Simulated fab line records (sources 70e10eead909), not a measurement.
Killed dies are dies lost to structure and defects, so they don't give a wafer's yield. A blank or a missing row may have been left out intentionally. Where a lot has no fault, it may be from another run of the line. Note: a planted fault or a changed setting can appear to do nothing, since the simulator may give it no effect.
Matching of chambers	flow nand_harc	NHARC_P_M0_PRE_CLEAN_31 on pecvd-02 has 3 sister chambers
The step time 12 s. 3 wafers are shown with their chamber, then 10 later ones without.

## EACH WAFER AND ITS CHAMBER
wafer	chamber	heater_power_w (W)
L090.4	2	528
L092.1	1	661
L092.3	0	682

## WAFERS WHOSE CHAMBER IS MISSING
wafer	heater_power_w (W)
L092.5	640
L093.4	559
L093.5	631
L093.6	676
L094.1	587
L094.2	677
L094.3	571
L095.1	717
L095.4	639
L095.6	693

## CHAMBER TAKEN BY EACH
wafer	from the rows above	in truth
L092.5	can't be placed: 1 or 0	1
L093.4	2	2
L093.5	can't be placed: 1 or 0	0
L093.6	can't be placed: 0 or 1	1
L094.1	can't be placed: 2 or 1 or 0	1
L094.2	can't be placed: 0 or 1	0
L094.3	can't be placed: 2 or 1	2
L095.1	can't be placed: 0 or 1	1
L095.4	can't be placed: 1 or 0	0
L095.6	can't be placed: 0 or 1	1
Correct placement for 1 of the 10. These rows do not allow placing 9 (true chamber among the candidates in 9). Wrongly placed: 0.
How it was worked out, from the rows above alone: a wafer's distance from a chamber is the root of the sum, over the readings, of the square of ((its reading less the chamber's mean) divided by the reading's scatter). The wafer belongs to the nearest chamber; if the next one is less than 2 further off, it can't be placed. A chamber's mean is the mean of its shown wafers. The scatter: with one shown wafer a chamber, the root of the mean of the squares of how far each hidden wafer lies from its nearest shown one.
